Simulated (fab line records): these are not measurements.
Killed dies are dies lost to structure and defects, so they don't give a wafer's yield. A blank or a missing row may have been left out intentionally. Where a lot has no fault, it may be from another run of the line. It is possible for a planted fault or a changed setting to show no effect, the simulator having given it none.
Chamber matching -- flow nand_harc -- NHARC_A_CHANNEL_FILL_D1_ETCHBACK_20 on rie_diel-09 has 4 sister chambers
The step etches the open film in C4F8/O2/Ar, target depth 27 nm, time 13.5 s. 8 wafers are shown with their chamber, then 9 later ones without.

## WAFERS, EACH WITH ITS CHAMBER
wafer,chamber,rf_vpp_V (V),oes_product_au (a.u.)
L075.4,2,983,1.00
L084.4,0,987,1.02
L084.5,0,987,1.02
L087.4,3,981,1.00
L087.5,3,982,0.99
L090.1,1,976,0.98
L090.5,1,975,0.99
L090.6,2,985,0.98

## WAFERS MISSING THEIR CHAMBER
wafer,rf_vpp_V (V),oes_product_au (a.u.)
L092.1,976,0.95
L092.2,985,0.95
L092.5,976,0.95
L095.1,987,1.02
L095.2,976,0.99
L095.4,984,0.99
L096.1,982,0.99
L096.3,976,0.98
L096.4,987,1.01

## EACH ONE'S CHAMBER
wafer,from the rows above,in truth
L092.1,1,1
L092.2,can't be placed: 2 or 3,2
L092.5,1,1
L095.1,0,0
L095.2,1,1
L095.4,2,2
L096.1,can't be placed: 3 or 2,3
L096.3,1,1
L096.4,0,0
Correctly placed: 7 of 9. These rows do not allow placing 2 (true chamber among the candidates in 2). Number placed wrongly: 0.
How it was worked out, from the rows above alone: a wafer's distance from a chamber is the root of the sum, over the readings, of the square of ((its reading less the chamber's mean) divided by the reading's scatter). If the next closest chamber is less than 2 further off than the closest, the wafer can't be placed; otherwise it belongs to the closest. For every chamber, the mean is computed from those of its wafers that are shown. The scatter: the root of (the sum of the squares of (reading less its chamber's mean) over the shown wafers, divided by (wafers less chambers)).
